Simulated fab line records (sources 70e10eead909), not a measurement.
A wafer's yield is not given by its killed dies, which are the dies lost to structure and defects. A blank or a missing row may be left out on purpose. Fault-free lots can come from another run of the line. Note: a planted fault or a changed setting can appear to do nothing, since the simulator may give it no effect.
Chamber matching / flow nand harc / 4 sister chambers for NHARC_A_STAIRCASE_ETCH_253 on rie diel-04
The step etches the open film in C4F8/O2, target depth 50 nm, time 20.2 s. 8 wafers are shown with their chamber, then 9 later ones without.

WAFERS, EACH WITH ITS CHAMBER
wafer=L078.1; chamber=0; rf vpp V (V)=899; rf fwd power W (W)=592
wafer=L084.6; chamber=1; rf vpp V (V)=895; rf fwd power W (W)=589
wafer=L085.1; chamber=2; rf vpp V (V)=897; rf fwd power W (W)=587
wafer=L085.5; chamber=0; rf vpp V (V)=898; rf fwd power W (W)=597
wafer=L085.6; chamber=3; rf vpp V (V)=887; rf fwd power W (W)=590
wafer=L088.1; chamber=1; rf vpp V (V)=896; rf fwd power W (W)=582
wafer=L088.3; chamber=2; rf vpp V (V)=898; rf fwd power W (W)=591
wafer=L088.4; chamber=3; rf vpp V (V)=888; rf fwd power W (W)=590

WAFERS MISSING THEIR CHAMBER
wafer=L090.1; rf vpp V (V)=895; rf fwd power W (W)=587
wafer=L090.2; rf vpp V (V)=888; rf fwd power W (W)=592
wafer=L090.4; rf vpp V (V)=898; rf fwd power W (W)=589
wafer=L096.1; rf vpp V (V)=897; rf fwd power W (W)=598
wafer=L096.5; rf vpp V (V)=889; rf fwd power W (W)=591
wafer=L096.6; rf vpp V (V)=897; rf fwd power W (W)=590
wafer=L097.2; rf vpp V (V)=898; rf fwd power W (W)=596
wafer=L097.4; rf vpp V (V)=895; rf fwd power W (W)=585
wafer=L097.5; rf vpp V (V)=895; rf fwd power W (W)=588

EACH ONE'S CHAMBER
wafer=L090.1; from the rows above=1; in truth=1
wafer=L090.2; from the rows above=3; in truth=3
wafer=L090.4; from the rows above=can't be placed: 2 or 0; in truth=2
wafer=L096.1; from the rows above=can't be placed: 0 or 2 or 1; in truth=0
wafer=L096.5; from the rows above=3; in truth=3
wafer=L096.6; from the rows above=can't be placed: 2 or 0 or 1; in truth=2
wafer=L097.2; from the rows above=can't be placed: 0 or 2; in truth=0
wafer=L097.4; from the rows above=1; in truth=1
wafer=L097.5; from the rows above=1; in truth=1
Placed correctly: 5 of 9. Unplaceable from these rows: 4, with the true chamber sitting among the candidates in 4. Placed wrongly: 0.
How it was worked out, from the rows above alone: a wafer's distance from a chamber is the root of the sum, over the readings, of the square of ((its reading less the chamber's mean) divided by the reading's scatter). If the next closest chamber is less than 2 further off than the closest, the wafer can't be placed; otherwise it belongs to the closest. The mean given for a chamber averages the wafers shown for that chamber. The scatter is the square root of a quotient: the sum, over the shown wafers, of each reading's squared deviation from its chamber's mean, divided by wafers minus chambers.
